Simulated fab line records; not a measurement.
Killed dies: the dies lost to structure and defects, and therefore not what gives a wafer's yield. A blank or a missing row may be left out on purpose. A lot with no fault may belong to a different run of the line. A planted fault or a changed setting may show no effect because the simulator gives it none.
Chamber matching || flow nand harc || NHARC_A_SGD_CUT_DESCUM_14 on rie diel-09: 4 sister chambers
The step chemistry O2, time 3 s. 16 wafers are shown with their chamber, then 8 later ones without.

## WAFERS WITH THEIR CHAMBER
{"wafer": "L077.1", "chamber": 0, "drypump motor current A (A)": 5.41, "oes product au (a.u.)": 0.984, "throttle valve pct (%)": 11.311}
{"wafer": "L077.2", "chamber": 3, "drypump motor current A (A)": 5.54, "oes product au (a.u.)": 1.012, "throttle valve pct (%)": 11.314}
{"wafer": "L077.3", "chamber": 2, "drypump motor current A (A)": 5.79, "oes product au (a.u.)": 1.000, "throttle valve pct (%)": 11.326}
{"wafer": "L077.4", "chamber": 1, "drypump motor current A (A)": 5.71, "oes product au (a.u.)": 1.003, "throttle valve pct (%)": 11.300}
{"wafer": "L077.5", "chamber": 1, "drypump motor current A (A)": 5.70, "oes product au (a.u.)": 1.010, "throttle valve pct (%)": 11.322}
{"wafer": "L077.6", "chamber": 2, "drypump motor current A (A)": 5.80, "oes product au (a.u.)": 1.004, "throttle valve pct (%)": 11.306}
{"wafer": "L078.2", "chamber": 2, "drypump motor current A (A)": 5.82, "oes product au (a.u.)": 1.002, "throttle valve pct (%)": 11.317}
{"wafer": "L078.4", "chamber": 1, "drypump motor current A (A)": 5.74, "oes product au (a.u.)": 1.006, "throttle valve pct (%)": 11.326}
{"wafer": "L078.5", "chamber": 1, "drypump motor current A (A)": 5.73, "oes product au (a.u.)": 1.003, "throttle valve pct (%)": 11.303}
{"wafer": "L078.1", "chamber": 3, "drypump motor current A (A)": 5.54, "oes product au (a.u.)": 1.002, "throttle valve pct (%)": 11.321}
{"wafer": "L078.3", "chamber": 0, "drypump motor current A (A)": 5.42, "oes product au (a.u.)": 0.987, "throttle valve pct (%)": 11.296}
{"wafer": "L078.6", "chamber": 2, "drypump motor current A (A)": 5.79, "oes product au (a.u.)": 1.010, "throttle valve pct (%)": 11.323}
{"wafer": "L081.3", "chamber": 3, "drypump motor current A (A)": 5.54, "oes product au (a.u.)": 1.006, "throttle valve pct (%)": 11.313}
{"wafer": "L081.4", "chamber": 0, "drypump motor current A (A)": 5.38, "oes product au (a.u.)": 0.998, "throttle valve pct (%)": 11.314}
{"wafer": "L081.6", "chamber": 1, "drypump motor current A (A)": 5.74, "oes product au (a.u.)": 1.024, "throttle valve pct (%)": 11.327}
{"wafer": "L082.1", "chamber": 1, "drypump motor current A (A)": 5.71, "oes product au (a.u.)": 1.005, "throttle valve pct (%)": 11.309}

SIGNATURES (averages over the wafers above)
{"reading": "drypump motor current A", "chamber 0": 5.4033, "chamber 1": 5.7217, "chamber 2": 5.8000, "chamber 3": 5.5400, "scatter within a chamber": 0.0157}
{"reading": "oes product au", "chamber 0": 0.98967, "chamber 1": 1.00850, "chamber 2": 1.00400, "chamber 3": 1.00667, "scatter within a chamber": 0.00669}
{"reading": "throttle valve pct", "chamber 0": 11.30700, "chamber 1": 11.31450, "chamber 2": 11.31800, "chamber 3": 11.31600, "scatter within a chamber": 0.0099}
Rule: for each reading, subtract the chamber's mean from the wafer's reading, divide by that reading's scatter and square the result; add these up over the readings and take the root, which gives the wafer's distance from the chamber. If the next closest chamber is less than 2 further off than the closest, the wafer can't be placed; otherwise it belongs to the closest. The scatter is the square root of a quotient: the sum, over the shown wafers, of each reading's squared deviation from its chamber's mean, divided by wafers minus chambers.

## WAFERS WITH NO CHAMBER GIVEN
{"wafer": "L082.4", "drypump motor current A (A)": 5.84, "oes product au (a.u.)": 1.000, "throttle valve pct (%)": 11.305}
{"wafer": "L082.5", "drypump motor current A (A)": 5.82, "oes product au (a.u.)": 0.994, "throttle valve pct (%)": 11.320}
{"wafer": "L082.2", "drypump motor current A (A)": 5.36, "oes product au (a.u.)": 0.993, "throttle valve pct (%)": 11.314}
{"wafer": "L082.3", "drypump motor current A (A)": 5.52, "oes product au (a.u.)": 1.017, "throttle valve pct (%)": 11.325}
{"wafer": "L082.6", "drypump motor current A (A)": 5.72, "oes product au (a.u.)": 1.018, "throttle valve pct (%)": 11.308}
{"wafer": "L084.1", "drypump motor current A (A)": 5.39, "oes product au (a.u.)": 0.990, "throttle valve pct (%)": 11.301}
{"wafer": "L084.2", "drypump motor current A (A)": 5.74, "oes product au (a.u.)": 1.004, "throttle valve pct (%)": 11.314}
{"wafer": "L084.5", "drypump motor current A (A)": 5.37, "oes product au (a.u.)": 0.991, "throttle valve pct (%)": 11.300}

## CHAMBER TAKEN BY EACH
{"wafer": "L082.4", "from the rows above": 2, "in truth": 2}
{"wafer": "L082.5", "from the rows above": 2, "in truth": 2}
{"wafer": "L082.2", "from the rows above": 0, "in truth": 0}
{"wafer": "L082.3", "from the rows above": 3, "in truth": 3}
{"wafer": "L082.6", "from the rows above": 1, "in truth": 1}
{"wafer": "L084.1", "from the rows above": 0, "in truth": 0}
{"wafer": "L084.2", "from the rows above": 1, "in truth": 1}
{"wafer": "L084.5", "from the rows above": 0, "in truth": 0}
8 of 8 placed correctly. Left unplaced by these rows: 0. 0 placed wrongly.
